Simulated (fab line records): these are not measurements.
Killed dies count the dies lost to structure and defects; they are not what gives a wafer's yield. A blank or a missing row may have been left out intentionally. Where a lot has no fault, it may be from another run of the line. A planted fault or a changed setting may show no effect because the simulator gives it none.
fab line records	flow n5_finfet
record lots=10	wafers=28	last_day=17
route steps=1938 shown SDB@373 DUMMY_REMOVAL@377 HKMG_FIN@388 BEOL_M4@1111 PASSIVATION@1936
lots that met no fault: from a run of the same line without faults
start_h: start of the lot's first displayed wafer, in hours after the record's first day	wait_h: hours from the lot's prior step to this one	" identical to the entry in the row above	L1.1+2: a row that stands for several wafers	- no value present, or no start provided	* or withheld: withheld	< > ~ a bound
route shown NAME@n: names a module that has steps shown in the file, with the first one's number in the route	usual: the fault-free wafers' mean and standard deviation	same: alike in all rows	chamber/n: place in a boat	sites: each site's reading	_std_site: standard deviation across them	_edge_site: mean of outer sites minus mean of inner sites	radius_mm: how far each site lies from the wafer's centre	mask NAME#n: copy n	behind: the last tool/chamber to shape the wafer	hold: reason for holding the lot/hours on hold/outcome of the hold	device: the transistor (n, p or np) that didn't switch	end of line: at the end of the route, the tests of the same wafers	a step without rows: its recipe alone	killed: not the wafer's yield, but the dies lost to structure and defects at the first sort	map: a wafer's dies, marking killed ones x, the rest . and places with no die _
set.NAME: the run value of the setting; set.NAME@STEP: its run value at that earlier step	model.NAME: the simulator's own value behind a step, which no gauge read
a sample of lots followed through the steps of the route, with each step as a table and each wafer as a row
services: the hour from which a tool's chamber was out of use, counted from the record's first day as start_h (under 0 if before that day), plus the number of hours and why
## steps
# step N5_SDB_ALD_29
# recipe material=SiNx	target_thk_a=300	temp_c=400	ald_precursor_family=SiH2I2	ald_co_reactant=N2/H2-plasma	pulse_time_s=1	ald_cycles=600	purge_time_s=2	co_reactant_purge_time_s=2	pressure_torr=2
# usual heater_power_w=850/84	precursor_pulse_height_rel=1.001/0.019
lot.wafer	tool	chamber	start_h	wait_h	heater_power_w	precursor_pulse_height_rel
L802.1	ald_sin-04	0	73.31	0.0	816	1.028
L802.2	"	1	"	"	919	1.006
L802.6	"	1	74.67	1.4	904	1.007
L803.1	ald_sin-02	3	83.00	0.0	960	0.990
L803.2	"	2	"	"	856	0.971
L803.6	"	2	84.36	1.4	821	1.000
L805.2	ald_sin-04	0	91.45	0.1	836	1.015
L805.4	"	2	"	"	759	0.966
L805.5	"	1	92.80	1.4	893	0.991
L807.2	ald_sin-04	1	104.45	0.1	899	0.985
L807.3	"	3	"	"	1047	0.973
L807.4	"	2	"	"	746	0.986
L808.1	ald_sin-04	2	107.79	0.0	766	0.977
L808.2	"	0	"	"	811	0.987
L808.6	"	1	109.14	1.4	918	1.006
L813.1	ald_sin-03	1	138.78	0.0	780	1.045
L813.2	"	3	"	"	794	0.994
L813.3	"	0	"	"	917	0.992
L814.2	ald_sin-03	0	146.99	0.0	909	1.012
L814.5	"	1	148.34	1.4	776	1.002
L814.6	"	0	"	"	909	1.000
L817.1	ald_sin-04	1	162.87	0.0	895	1.015
L817.3	"	3	"	"	1036	1.039
L817.4	"	0	"	"	806	1.014
L818.3	ald_sin-04	1	170.38	0.0	915	0.994
L818.6	"	1	171.73	1.4	924	1.021
L819.5	ald_sin-02	1	174.72	1.4	772	1.011
L819.6	"	2	"	"	829	0.990
# step N5_SDB_INSPECT_36
# recipe inspect_instrument=darkfield	mode=post_cmp
# usual raw_defect_count=39/19
lot.wafer	tool	chamber	start_h	wait_h	raw_defect_count
L802.1	defect_inspect-01	-	76.37	0.0	29
L802.2	"	-	"	"	19
L802.6	"	-	"	"	24
L803.1	defect_inspect-01	-	86.06	0.0	33
L803.2	"	-	"	"	31
L803.6	"	-	"	"	61
L805.2	defect_inspect-02	-	94.55	0.0	39
L805.4	"	-	"	"	38
L805.5	"	-	"	"	20
L807.2	defect_inspect-01	-	107.50	0.0	21
L807.3	"	-	"	"	18
L807.4	"	-	"	"	35
L808.1	defect_inspect-02	-	110.84	0.0	31
L808.2	"	-	"	"	39
L808.6	"	-	"	"	37
L813.1	defect_inspect-02	-	141.83	0.0	24
L813.2	"	-	"	"	38
L813.3	"	-	"	"	43
L814.2	defect_inspect-02	-	150.06	0.0	43
L814.5	"	-	"	"	12
L814.6	"	-	"	"	38
L817.1	defect_inspect-01	-	165.93	0.0	30
L817.3	"	-	"	"	31
L817.4	"	-	"	"	29
L818.3	defect_inspect-01	-	173.43	0.0	53
L818.6	"	-	"	"	33
L819.5	defect_inspect-02	-	176.42	0.0	41
L819.6	"	-	"	"	41
# step N5_DUMMY_REMOVAL_HM_STRIP_01
# recipe chemistry=CH3F/O2	material=SiNx	target_depth_a=40	stop_on=poly-Si	time_s=6.8	over_etch_frac=0.3	ion_energy_ev=60	power_w=410	bias_w=29	Ar_flow_sccm=150	CH3F_flow_sccm=30	O2_flow_sccm=20
# usual drypump_motor_current_A=5.6/0.39	oes_product_au=0.65/0.071	rf_vpp_V=127.9/0.97	showerhead_plenum_p_Torr=2.05/0.058	throttle_valve_pct=16.19/0.23
lot.wafer	tool	chamber	start_h	wait_h	drypump_motor_current_A	oes_product_au	rf_hours_counter_h	rf_vpp_V	showerhead_plenum_p_Torr	throttle_valve_pct
L802.1	rie_diel-05	2	76.40	0.0	5.2	0.56	247	127.2	2.07	16.37
L802.2	"	1	"	"	5.5	0.63	114	127.5	2.09	16.29
L802.6	"	1	"	"	5.5	0.62	-	129.2	2.09	16.28
L803.1	rie_diel-01	3	86.09	0.0	5.2	0.56	247	125.9	1.87	16.44
L803.2	"	1	"	"	6.0	0.61	148	127.8	2.02	16.52
L803.6	"	3	"	"	5.2	0.55	-	126.7	1.87	16.43
L805.2	rie_diel-01	0	94.58	0.0	6.2	0.68	66	128.4	2.02	15.91
L805.4	"	1	"	"	6.0	0.62	149	126.9	2.01	16.54
L805.5	"	0	"	"	6.2	0.68	-	127.7	2.02	15.91
L807.2	rie_diel-06	1	107.54	0.0	5.6	0.72	22	127.4	2.12	16.02
L807.3	"	0	"	"	5.0	0.61	142	128.5	2.07	16.15
L807.4	"	2	"	"	5.5	0.73	26	127.1	2.05	16.06
L808.1	rie_diel-06	3	110.88	0.0	5.5	0.58	200	128.2	2.08	16.55
L808.2	"	0	"	"	5.0	0.61	144	128.8	2.07	16.15
L808.6	"	0	"	"	5.0	0.62	-	129.1	2.07	16.14
L813.1	rie_diel-01	1	141.93	0.1	6.1	0.60	166	125.3	2.01	16.58
L813.2	"	0	"	"	6.2	0.66	80	127.6	2.02	15.95
L813.3	"	2	"	"	4.9	0.58	218	126.9	1.91	16.65
L814.2	rie_diel-05	2	150.20	0.1	5.2	0.76	16	128.7	2.06	15.98
L814.5	"	2	"	"	5.2	0.76	-	128.3	2.06	15.99
L814.6	"	1	"	"	5.5	0.61	-	128.5	2.08	16.30
L817.1	rie_diel-05	3	166.13	0.2	5.8	0.57	207	127.6	2.05	16.06
L817.3	"	1	"	"	5.5	0.60	144	127.5	2.08	16.33
L817.4	"	0	"	"	6.0	0.71	31	127.6	2.05	16.05
L818.3	rie_diel-05	0	173.47	0.0	6.0	0.72	33	126.5	2.05	16.03
L818.6	"	2	"	"	5.2	0.75	-	127.3	2.06	16.00
L819.5	rie_diel-05	1	176.49	0.1	5.5	0.60	-	127.0	2.08	16.34
L819.6	"	3	"	"	5.7	0.57	-	128.9	2.05	16.07
# step N5_HKMG_FIN_ALD_74
# recipe material=La2O3	target_thk_a=5	temp_c=250	ald_precursor_family=La-Cp	ald_co_reactant=O3	pulse_time_s=6	co_reactant_pulse_time_s=1	purge_time_s=3	co_reactant_purge_time_s=3
# usual co_reactant_pulse_time_s=1/0	heater_power_w=345/33	precursor_pulse_height_rel=1.000/0.02
lot.wafer	tool	chamber	start_h	wait_h	co_reactant_pulse_time_s	heater_power_w	precursor_pulse_height_rel
L802.1	ald_hk-01	0	77.37	0.2	1	349	0.982
L802.2	"	2	"	"	1	327	1.038
L802.6	"	1	"	"	1	358	1.012
L803.1	ald_hk-02	0	87.19	0.2	1	435	1.023
L803.2	"	2	"	"	1	328	1.007
L803.6	"	0	"	"	1	421	1.031
L805.2	ald_hk-01	3	95.53	0.2	1	301	0.999
L805.4	"	0	"	"	1	345	0.986
L805.5	"	0	"	"	1	340	0.987
L807.2	ald_hk-03	2	108.49	0.2	1	331	0.985
L807.3	"	3	"	"	1	327	0.981
L807.4	"	0	"	"	1	291	1.000
L808.1	ald_hk-01	1	111.93	0.2	1	357	1.025
L808.2	"	3	"	"	1	310	1.005
L808.6	"	2	"	"	1	338	1.024
L813.1	ald_hk-01	1	143.06	0.2	1	352	0.994
L813.2	"	2	"	"	1	338	0.999
L813.3	"	3	"	"	1	307	1.008
L814.2	ald_hk-01	1	151.15	0.2	1	353	1.000
L814.5	"	1	"	"	0.95251	369	1.045
L814.6	"	2	"	"	0.95251	354	1.000
L817.1	ald_hk-02	2	167.09	0.2	1	335	0.985
L817.3	"	0	"	"	1	434	1.000
L817.4	"	1	"	"	1	367	0.986
L818.3	ald_hk-01	3	174.66	0.1	1	311	1.009
L818.6	"	2	"	"	0.95251	346	1.001
L819.5	ald_hk-01	0	177.70	0.1	0.95251	340	1.030
L819.6	"	3	"	"	0.95251	312	1.007
# step N5_BEOL_M4_RC_MEAS_101
# usual DIBL_N=36.1/1.9	DIBL_P=36.4/2.5	IOFF_N=0.16/0.036	IOFF_P=0.22/0.038	ION_N=672/11	ION_P=462/8	SS_N=71.6/0.68	SS_P=73.3/0.77	VT_N=250/3.3	VT_P=-250/3.6
lot.wafer	tool	chamber	start_h	wait_h	DIBL_N[mV/V]	DIBL_P[mV/V]	IOFF_N[nA/um]	IOFF_P[nA/um]	ION_N[uA/um]	ION_P[uA/um]	SS_N[mV/dec]	SS_P[mV/dec]	VT_N[mV]	VT_P[mV]
L802.1	prober-02	0	195.19	0.0	36.0	37.4	0.15	0.20	672	462	71.8	72.7	253	-249
L802.2	"	0	"	"	37.3	39.0	0.18	0.24	677	466	72.3	73.0	248	-245
L802.6	"	0	"	"	34.0	34.3	0.12	0.16	667	459	70.9	72.2	255	-253
L803.1	prober-02	0	198.57	0.0	35.8	34.5	0.14	0.20	664	457	70.9	72.5	252	-250
L803.2	"	0	"	"	37.0	37.0	0.16	0.23	664	454	72.2	74.0	251	-248
L803.6	"	0	"	"	36.3	37.3	0.16	0.24	679	465	71.7	73.3	249	-247
L805.2	prober-01	0	204.61	0.2	36.6	39.0	0.18	0.23	686	472	71.1	74.4	247	-246
L805.4	"	0	"	"	34.1	34.5	0.11	0.16	668	456	71.7	72.6	255	-255
L805.5	"	0	"	"	38.1	38.5	0.18	0.22	674	458	72.2	73.5	248	-250
L808.1	prober-01	0	222.05	0.0	36.7	37.6	0.18	0.25	683	469	72.4	73.7	249	-246
L808.2	"	0	"	"	35.2	34.0	0.14	0.19	671	462	72.2	72.9	251	-253
L808.6	"	0	"	"	36.3	36.4	0.17	0.23	680	468	71.4	73.7	247	-248
L807.2	prober-01	0	227.15	0.2	35.7	38.2	0.16	0.21	675	463	71.9	72.9	251	-252
L807.3	"	0	"	"	35.0	37.1	0.14	0.19	660	449	71.7	72.8	254	-253
L807.4	"	0	"	"	36.4	39.0	0.16	0.22	654	450	72.2	73.8	250	-251
L813.1	prober-01	0	258.05	0.0	38.7	39.9	0.19	0.30	674	465	72.4	74.5	250	-245
L813.2	"	0	"	"	36.9	36.2	0.15	0.23	667	461	72.3	73.8	251	-248
L813.3	"	0	"	"	39.0	39.8	0.20	0.28	693	476	72.3	74.2	247	-243
L814.2	prober-01	0	279.38	0.2	36.3	36.3	0.15	0.21	649	448	71.2	73.1	252	-251
L814.5	"	0	"	"	37.1	38.0	0.18	0.24	688	465	72.0	73.9	247	-250
L814.6	"	0	"	"	34.0	34.8	0.12	0.19	645	454	71.3	73.1	257	-251
L817.1	prober-02	0	289.52	0.0	33.1	33.5	0.11	0.17	656	454	71.2	73.2	253	-254
L817.3	"	0	"	"	34.7	34.3	0.13	0.18	653	446	72.0	73.1	254	-254
L817.4	"	0	"	"	35.3	36.8	0.16	0.21	683	461	71.8	73.9	249	-253
L819.5	prober-02	0	297.91	0.6	37.1	36.9	0.18	0.25	686	470	71.6	73.6	248	-246
L819.6	"	0	"	"	34.6	33.0	0.13	0.18	673	467	70.9	72.4	249	-252
L818.3	prober-02	0	307.62	0.3	36.5	35.0	0.16	0.22	678	466	71.7	72.2	249	-248
L818.6	"	0	"	"	37.9	36.2	0.18	0.24	677	470	72.0	72.8	250	-247
# step N5_PASSIVATION_PROBE_49
# usual defect_limited_yield=91.2/1.4	killed_at_M0_to_M3=34/11	killed_at_M4_up=14/6.3	killed_at_contacts=13/7.4	killed_at_front_end=38/11	killed_at_other=4.3/2.9	killed_dies=103/17	killed_open=68/12	killed_short=34/8	sort_bin_5_function=5.1/0.9	sort_bin_6_memory=3.3/0.66	sort_n_pass=1077/17	sort_yield_pct=91.2/1.4
# same gross_dies=1180	killed_at_back_side=0	sort_bin_4_leakage[%]=0	sort_bin_8_speed[%]=0
lot.wafer	tool	chamber	start_h	wait_h	defect_limited_yield[%]	killed_at_M0_to_M3	killed_at_M4_up	killed_at_contacts	killed_at_front_end	killed_at_other	killed_dies	killed_open	killed_short	sort_bin_5_function[%]	sort_bin_6_memory[%]	sort_n_pass	sort_yield_pct[%]
L817.1	prober-02	-	392.85	0.0	93.1	32	16	8	23	3	82	56	26	4.4	2.5	1098	93.1
L817.3	prober-02	-	392.95	0.1	91.1	47	10	2	43	3	105	72	33	5.1	3.1	1075	91.1
L817.4	prober-02	-	393.00	0.2	89.1	39	10	8	70	2	129	70	58	6.5	3.7	1051	89.1
# killed by level:class
L817.1 BEOL_M0_SAQP:geometric_particle:short=8 BEOL_M4:geometric_particle:open=8 MOL_CONTACT_COAG:geometric_particle:open=7 BEOL_M0_SAQP:geometric_particle:open=6 BEOL_M2:geometric_particle:open=6 FIN_SAQP:geometric_particle:open=5 FIN_SAQP:geometric_particle:short=5 GATE_CUT:geometric_particle:open=5
L817.3 FIN_SAQP:geometric_particle:open=18 FIN_SAQP:geometric_particle:short=10 BEOL_M0_SAQP:geometric_particle:open=10 BEOL_M2:geometric_particle:open=10 BEOL_M0_SAQP:geometric_particle:short=8 BEOL_M3:geometric_particle:open=7 BEOL_M1:geometric_particle:open=5 STARTING-WAFER:geometric_particle:short=3
L817.4 FIN_SAQP:geometric_particle:short=26 FIN_SAQP:geometric_particle:open=20 BEOL_M0_SAQP:geometric_particle:open=16 BEOL_M0_SAQP:geometric_particle:short=12 MOL_CONTACT_COAG:geometric_particle:open=6 GATE_CUT:geometric_particle:short=5 BEOL_M1:geometric_particle:open=4 DUMMY_GATE:geometric_particle:short=3
## services
tool	chamber	start_h	hours	kind
ald_hk-02	-	50.88	2.8	pm
rie_diel-05	0	57.12	-	clean
rie_diel-05	0	57.12	-	consumable_replace:focus_ring
rie_diel-05	0	57.12	16.2	scheduled_down
rie_diel-05	0	57.12	16.2	vent_cycle
rie_diel-06	3	59.45	3.1	repair
rie_diel-01	-	61.65	0.1	repair
rie_diel-01	2	64.81	7.6	repair
ald_sin-02	1	70.69	31.1	repair
rie_diel-05	2	83.90	-	clean
rie_diel-05	2	83.90	-	consumable_replace:focus_ring
rie_diel-05	2	83.90	13.0	scheduled_down
rie_diel-05	2	83.90	13.0	vent_cycle
ald_hk-03	-	95.17	0.5	repair
rie_diel-01	3	99.51	-	clean
rie_diel-01	3	99.51	-	consumable_replace:focus_ring
rie_diel-01	3	99.51	-	consumable_replace:showerhead
rie_diel-05	-	114.50	1.7	repair
ald_sin-04	-	127.12	2.8	pm
rie_diel-06	1	137.19	5.7	repair
rie_diel-01	-	159.20	4.3	pm
rie_diel-01	0	168.31	12.2	repair
rie_diel-05	0	174.08	11.0	repair
rie_diel-05	2	176.32	5.8	repair
## key
first_sign step=N5_HKMG_FIN_ALD_74	reading=co_reactant_pulse_time_s	direction=down	sigmas=99+	usual=*	struck=*
effect none on later readings
met_at N5_HKMG_FIN_ALD_74
struck_lots L814,L818,L819
struck_wafers L814.5,L814.6,L818.6,L819.5,L819.6
not_acting_at N5_SDB_ALD_29,N5_SDB_INSPECT_36,N5_DUMMY_REMOVAL_HM_STRIP_01
onset_between 143.06 151.15
fault kind=process_parameter_drift	tool=ald_hk-01	chamber=-	onset_h=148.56	steps=N5_HKMG_FIN_ALD_74	channel=co_reactant_pulse_time_s	offset=*	shape=step	end_h=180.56	scope=struck_wafers_only	acts_in=*	stated=*
